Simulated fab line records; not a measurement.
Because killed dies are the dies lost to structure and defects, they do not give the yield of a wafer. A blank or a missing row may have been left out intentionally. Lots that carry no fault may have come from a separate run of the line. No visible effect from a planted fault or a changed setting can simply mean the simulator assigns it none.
Matching of chambers | flow n5Finfet | N5_DUMMY_GATE_ETCH_31 on rieDiel-06: 4 sister chambers
The step etches SiO2 in C4F6/O2, target depth 82.5 nm, time 27.5 s. 4 wafers are shown with their chamber, then 10 later ones without.

## EACH WAFER AND ITS CHAMBER
wafer  | chamber | rfVppV (V)
L084.4 | 2       | 685
L091.6 | 3       | 635
L092.1 | 0       | 655
L092.2 | 1       | 656

## WAFERS WITH NO CHAMBER GIVEN
wafer  | rfVppV (V)
L092.3 | 686
L092.4 | 633
L092.5 | 656
L092.6 | 686
L094.2 | 655
L094.3 | 685
L094.5 | 637
L095.1 | 656
L095.4 | 686
L095.6 | 633

## WHICH CHAMBER EACH WENT THROUGH
wafer  | from the rows above     | in truth
L092.3 | 2                       | 2
L092.4 | 3                       | 3
L092.5 | can't be placed: 1 or 0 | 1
L092.6 | 2                       | 2
L094.2 | can't be placed: 0 or 1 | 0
L094.3 | 2                       | 2
L094.5 | 3                       | 3
L095.1 | can't be placed: 1 or 0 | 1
L095.4 | 2                       | 2
L095.6 | 3                       | 3
Placed correctly: 7 of 10. These rows do not allow placing 3 (true chamber among the candidates in 3). Placed wrongly: 0.
How it was worked out, from the rows above alone: a wafer's distance from a chamber is the root of the sum, over the readings, of the square of ((its reading less the chamber's mean) divided by the reading's scatter). If the next closest chamber is less than 2 further off than the closest, the wafer can't be placed; otherwise it belongs to the closest. For every chamber, the mean is computed from those of its wafers that are shown. The scatter (one wafer shown for each chamber): square how far every hidden wafer sits from the nearest shown wafer, average those squares and take the square root.
